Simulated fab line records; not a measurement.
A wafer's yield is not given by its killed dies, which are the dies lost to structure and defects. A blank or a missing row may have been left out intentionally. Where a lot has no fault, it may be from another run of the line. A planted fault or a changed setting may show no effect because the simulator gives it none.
A lot that was struck, set against a sound lot	flow nand_harc	20 steps out of a route of 1302
Sound: wafers L838.2, L838.3, L838.6. The struck wafers were L848.1, L848.3, L848.4. At the end, the cause is stated.
Order at every step that has rows: each side's tool, ch and its chambers, its first start. Under that, the readings that differ: sound wafers	struck wafers	difference of the means	sigmas: that difference in standard deviations of wafers without a fault.
alike: readings with means less than 2 such deviations apart, plus words and numbers identical on both sides. not compared: withheld readings, readings lacking a value on some wafer, bounds such as >300 that could conceal the same value, and numbers that have no deviation in the record and whose values overlap.
Wherever a step has rows on one side only, a row that says differs or no value, or a row with sigmas, the two part there. Non-overlapping numbers with no deviation appear without sigmas and do not part them. A reading missing from all wafers of one side parts the sides only when that side holds two or more wafers.

NHARC_P_ZERO_WELL_CD_MEAS_11 targets a cd of 500 nm.
  sound on cd_sem-02 ch 0, day 2 17:14; struck on cd_sem-02 ch 0, day 6 21:15
  alike: cd_nm
then, 1 step without rows for these wafers: NHARC_P_ZERO_WELL_HARDBAKE_12 (time 65 s).
NHARC_P_ZERO_WELL_DESCUM_13: chemistry O2, time 3 s.
  sound on rie_diel-03 ch 0,1,2, day 2 17:25; struck on rie_diel-03 ch 0,1,3, day 6 21:25
  alike: drypump_motor_current_A, oes_product_au, rf_vpp_V, showerhead_plenum_p_Torr, throttle_valve_pct
  not compared: rf_hours_counter_h
NHARC_P_ZERO_WELL_ETCH_65: etches the open film in N2/H2, target depth 80 nm, overetch 24 nm, time 87.88 s.
  sound on rie_diel-03 ch 2,3, day 2 17:34; struck on rie_diel-03 ch 0,1,3, day 6 21:29
  alike: drypump_motor_current_A, oes_product_au, rf_vpp_V, showerhead_plenum_p_Torr, throttle_valve_pct
  not compared: rf_hours_counter_h
NHARC_P_ZERO_WELL_ETCH_62: etches the open film in CHF3/Ar, target depth 13 nm, time 6.5 s.
  sound on rie_diel-03 ch 0,1,3; struck on rie_diel-03 ch 0,2,3
  alike: drypump_motor_current_A, oes_product_au, rf_vpp_V, showerhead_plenum_p_Torr, throttle_valve_pct
  not compared: rf_hours_counter_h
NHARC_P_ZERO_WELL_ETCH_63: etches the open film in HBr/Cl2, target depth 120 nm, time 40.1 s.
  sound on rie_si-04 ch 1,2,3, day 2 17:44; struck on rie_si-05 ch 0,1,3, day 6 21:40
  alike: drypump_motor_current_A, oes_product_au, throttle_valve_pct
  not compared: rf_hours_counter_h
then, 6 steps without rows for these wafers: NHARC_P_ZERO_WELL_STRIP_15 (strips in SPM, time 900 s); NHARC_P_ZERO_WELL_DEHYDRATE_16 (time 120 s); NHARC_P_ZERO_WELL_HMDS_17 (time 30 s); NHARC_P_ZERO_WELL_COAT_18; NHARC_P_ZERO_WELL_SOFTBAKE_19 (time 95 s); NHARC_P_ZERO_WELL_EBR_20.
NHARC_P_ZERO_WELL_EXPOSE_21: exposes mask P NWELL, target cd 720 nm.
  sound on krf_scanner-04 ch 0, day 2 18:23; struck on krf_scanner-02 ch 0, day 6 22:19
reading	sound	struck	difference	sigmas
exposure_dose_mJ_cm2	22.300 22.278 22.283	29.340 29.322 29.295	+7.032	+99 or more
  alike: mask
then, 2 steps without rows for these wafers: NHARC_P_ZERO_WELL_PEB_22 (peb time 85 s); NHARC_P_ZERO_WELL_DEVELOP_23 (time 70 s).
NHARC_P_ZERO_WELL_CD_MEAS_24 targets a cd of 720 nm.
  sound on cd_sem-03 ch 0, day 2 18:32; struck on cd_sem-03 ch 0, day 6 22:28
reading	sound	struck	difference	sigmas
cd_nm (nm)	721.0 725.2 722.2	769.3 767.9 765.4	+44.7	+24
then, 1 step without rows for these wafers: NHARC_P_ZERO_WELL_HARDBAKE_25 (time 80 s).
NHARC_P_ZERO_WELL_DESCUM_26: chemistry O2, time 3 s.
  sound on rie_diel-03 ch 0,1, day 2 18:42; struck on rie_diel-13 ch 1,2,3, day 6 22:38
reading	sound	struck	difference	sigmas
model.P_ZERO_WELL.cd_nm (nm)	720.7 724.7 722.3	768.2 768.2 765.4	+44.7	
  alike: drypump_motor_current_A, oes_product_au, rf_vpp_V, showerhead_plenum_p_Torr, throttle_valve_pct
  not compared: rf_hours_counter_h
then, 1 step without rows for these wafers: NHARC_P_ZERO_WELL_IMPLANT_27.
-- the record jumps here: 24 days lie between the struck wafers' starts before and after (it left off in module P_ZERO_WELL and takes up again in module END, whose first step shown is number 1302 of the route) --
NHARC_END_SORT_01:
  sound on prober-01 ch 0, day 25 17:44; struck on prober-01 ch 0, day 30 12:45
  alike: killed_at_array, killed_at_other, killed_at_periphery, killed_dies, killed_open, killed_short

WHERE THEY PART
Last at NHARC_P_ZERO_WELL_CD_MEAS_24 as far as this record goes, first at NHARC_P_ZERO_WELL_EXPOSE_21. Later steps at which nothing parts them and some readings are alike: NHARC_P_ZERO_WELL_DESCUM_26, NHARC_END_SORT_01.

WHY: what had been put in by the simulator
Process parameter drift: krf_scanner-02, from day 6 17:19 on, at NHARC_P_ZERO_WELL_EXPOSE_21. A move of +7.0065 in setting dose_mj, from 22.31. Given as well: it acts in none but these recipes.
